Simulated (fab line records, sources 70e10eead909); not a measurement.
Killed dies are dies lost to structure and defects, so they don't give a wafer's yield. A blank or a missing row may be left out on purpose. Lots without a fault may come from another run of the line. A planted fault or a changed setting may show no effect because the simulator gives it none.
Which tool did it? | flow nand_harc | 7 lots, 21 wafers sampled, at 4 steps of a route of 1302

WHAT THE GAUGES READ, wafer by wafer
NHARC_A_ONON_D1_THK_MEAS_02: measures by ellipsometry.
lot  | measured     | on            | thk_nm (nm)
L940 | day 9 08:46  | film_metro-02 | 1017 1016 1016
L942 | day 10 14:52 | film_metro-01 | 998 998 997
L944 | day 11 07:23 | film_metro-02 | 985 986 984
L946 | day 12 04:37 | film_metro-01 | 985 985 986
L948 | day 12 18:00 | film_metro-02 | 1006 1006 1005
L952 | day 14 04:18 | film_metro-01 | 1003 1003 1003
L954 | day 15 08:56 | film_metro-01 | 1222 1012 1011

WHICH TOOL RAN EACH LOT (tool, then ch and the chambers of the sampled wafers, then the start)
lot  | NHARC_P_BONDPAD_DEGAS_25     | NHARC_P_BONDPAD_PVD_27                  | NHARC_A_ONON_D1_DEP_00
L940 | pvd_sputter-01, day 8 06:56  | pvd_sputter-01, day 9 08:19 or earlier  | pecvd_onon-04 ch 0, day 9 08:19
L942 | pvd_sputter-02, day 9 13:11  | pvd_sputter-02, day 10 14:32 or earlier | pecvd_onon-04 ch 0, day 10 14:32
L944 | pvd_sputter-02, day 10 02:40 | pvd_sputter-02, day 11 06:52 or earlier | pecvd_onon-04 ch 0, day 11 06:52
L946 | pvd_sputter-02, day 11 01:25 | pvd_sputter-02, day 12 04:07 or earlier | pecvd_onon-04 ch 0, day 12 04:07
L948 | pvd_sputter-01, day 11 15:53 | pvd_sputter-01, day 12 17:29 or earlier | pecvd_onon-04 ch 0, day 12 17:29
L952 | pvd_sputter-01, day 13 04:22 | pvd_sputter-01, day 14 03:54 or earlier | pecvd_onon-01 ch 0, day 14 03:54
L954 | pvd_sputter-01, day 14 06:59 | pvd_sputter-01, day 15 08:29 or earlier | pecvd_onon-04 ch 0, day 15 08:29
- NHARC_P_BONDPAD_DEGAS_25: time 60 s.
- NHARC_P_BONDPAD_PVD_27: deposits Cu, target thk 30 nm, time 20.49 s.
- NHARC_A_ONON_D1_DEP_00: target thk 1000 nm.

THE ANSWER, worked out from the rows above alone
Rule: what is usual is taken from the lots themselves. Put in order of their means at a reading, lots are off if they are a third of the lots or fewer, leave a main group of 4 or more, and stand apart from it by a gap of 3 or more times the standard deviation of the main group's means; of several such gaps the widest counts. A main group whose means are all the same, to the digits that the tables above print for the reading, isn't used. A lot without any number at a reading at which 4 lots or more have one is off too. The other lots that the step has rows for count as sound.
Off: L954, at NHARC_A_ONON_D1_THK_MEAS_02 (thk_nm). The main group: mean 999 nm, standard deviation 11.
A tool fits if, at a process step before that reading, it ran every lot that is off, and no sound lot after the first of them. The gauges at NHARC_A_ONON_D1_THK_MEAS_02 are tried like those tools. NHARC_P_BONDPAD_PVD_27 gives no start for some lots, so the hours and the order of its lots are those of NHARC_A_ONON_D1_DEP_00. Can't be told from this: 3 tools fit, pvd_sputter-01 at NHARC_P_BONDPAD_DEGAS_25 and NHARC_P_BONDPAD_PVD_27, pecvd_onon-04 at NHARC_A_ONON_D1_DEP_00, film_metro-01 at NHARC_A_ONON_D1_THK_MEAS_02.

WHAT THE SIMULATOR HAD PUT IN
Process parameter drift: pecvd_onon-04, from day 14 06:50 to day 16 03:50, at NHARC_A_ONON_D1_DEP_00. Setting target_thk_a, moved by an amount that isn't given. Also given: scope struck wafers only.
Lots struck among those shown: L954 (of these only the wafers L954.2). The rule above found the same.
